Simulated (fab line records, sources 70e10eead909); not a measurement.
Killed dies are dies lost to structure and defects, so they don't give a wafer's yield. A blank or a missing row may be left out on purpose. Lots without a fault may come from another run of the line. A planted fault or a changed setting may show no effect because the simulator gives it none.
One fault seen from 3 desks | flow nand_harc | each desk has only its own numbers; what lay behind them comes last

THE DEFECT DESK
What the inspections along the route counted, lot by lot: means of the sampled wafers that have a number. A lot is out of limits, marked OUT, if its mean lies more than 4 standard deviations from the usual mean; the brackets give that distance.
Columns: A = raw_defect_count at NHARC_A_CHANNEL_HOLE_D1_INSPECT_12, usual 6.0
lot  | first seen here | A
L374 | day 9 10:21     | 7.0
L378 | day 10 23:16    | 6.0
L388 | day 15 01:58    | 4.3
L389 | day 15 05:38    | 6.7
L392 | day 16 22:10    | 6.0
L395 | day 18 07:55    | 2.7
This desk's finding: nothing out of limits on any of the 6 lots.

THE TOOL OWNER'S DESK: rie_diel-08
The tool's own readings at NHARC_A_CHANNEL_HOLE_D1_ETCH_38 (etches the open film in CF4, target depth 39 nm, time 65 s): means of the sampled wafers that have a number, for each lot that ran on this tool. A lot is out of limits, marked OUT, if its mean lies more than 4 standard deviations from the usual mean; the brackets give that distance.
Columns: A = drypump_motor_current_A at NHARC_A_CHANNEL_HOLE_D1_ETCH_38, usual 5.6 A; B = oes_product_au at NHARC_A_CHANNEL_HOLE_D1_ETCH_38, usual 1.002 a.u.; C = rf_vpp_V at NHARC_A_CHANNEL_HOLE_D1_ETCH_38, usual 151.2 V; D = run_length_s at NHARC_A_CHANNEL_HOLE_D1_ETCH_38, usual 86.6 s; E = showerhead_plenum_p_Torr at NHARC_A_CHANNEL_HOLE_D1_ETCH_38, usual 1.76 Torr; F = throttle_valve_pct at NHARC_A_CHANNEL_HOLE_D1_ETCH_38, usual 13.283 %
lot  | first seen here | A   | B     | C     | D              | E    | F
L374 | day 9 10:29     | 5.5 | 1.003 | 151.7 | 86.7           | 1.79 | 13.287
L378 | day 10 23:26    | 5.5 | 1.006 | 150.8 | 86.4           | 1.73 | 13.276
L388 | day 15 02:07    | 5.6 | 0.995 | 151.3 | 81.1 (-14) OUT | 1.74 | 13.288
L389 | day 15 05:47    | 5.6 | 1.007 | 149.9 | 75.2 (-29) OUT | 1.68 | 13.275
This desk's finding: out of limits on L388, L389; first on L388, day 15 02:07 (run_length_s at NHARC_A_CHANNEL_HOLE_D1_ETCH_38). In limits: L374, L378.

THE METROLOGY DESK
What the gauges read, lot by lot, whatever tool the lot ran on: means of the sampled wafers that have a number. A lot is out of limits, marked OUT, if its mean lies more than 4 standard deviations from the usual mean; the brackets give that distance.
Columns: A = cd_nm at NHARC_A_CHANNEL_HOLE_D1_CD_MEAS_10, usual 100.1 nm; B = overlay_x_nm at NHARC_A_CHANNEL_HOLE_D1_OVL_MEAS_11, usual -0.1 nm; C = overlay_y_nm at NHARC_A_CHANNEL_HOLE_D1_OVL_MEAS_11, usual -0.1 nm
lot  | first seen here | A     | B    | C
L374 | day 9 10:14     | 100.7 | 0.9  | -0.6
L378 | day 10 23:08    | 100.6 | -0.4 | 0.7
L388 | day 15 01:50    | 99.4  | -0.7 | 0.3
L389 | day 15 05:31    | 99.9  | -2.1 | -1.2
L392 | day 16 22:02    | 100.5 | -0.1 | 0.3
L395 | day 18 07:47    | 99.9  | -0.3 | 0.6
This desk's finding: nothing out of limits on any of the 6 lots.

PUT TOGETHER
The tool owner's desk could have raised an alarm at day 15 02:07, on L388, L389.
The defect desk saw nothing out of limits.
The metrology desk saw nothing out of limits.
The defect desk has L388, L389 on record, within its limits.
The metrology desk has L388, L389 on record, within its limits.
Of the lots named, all ran NHARC_A_CHANNEL_HOLE_D1_ETCH_38 on rie_diel-08.

WHAT THE SIMULATOR HAD PUT IN
Process parameter drift: rie_diel-08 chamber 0, from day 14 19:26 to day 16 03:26, at NHARC_A_CHANNEL_HOLE_D1_ETCH_38. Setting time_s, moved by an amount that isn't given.
Lots struck among those shown: L388, L389.
Hours from the fault's start to each desk's first reading out of limits: the tool owner's desk, 7.
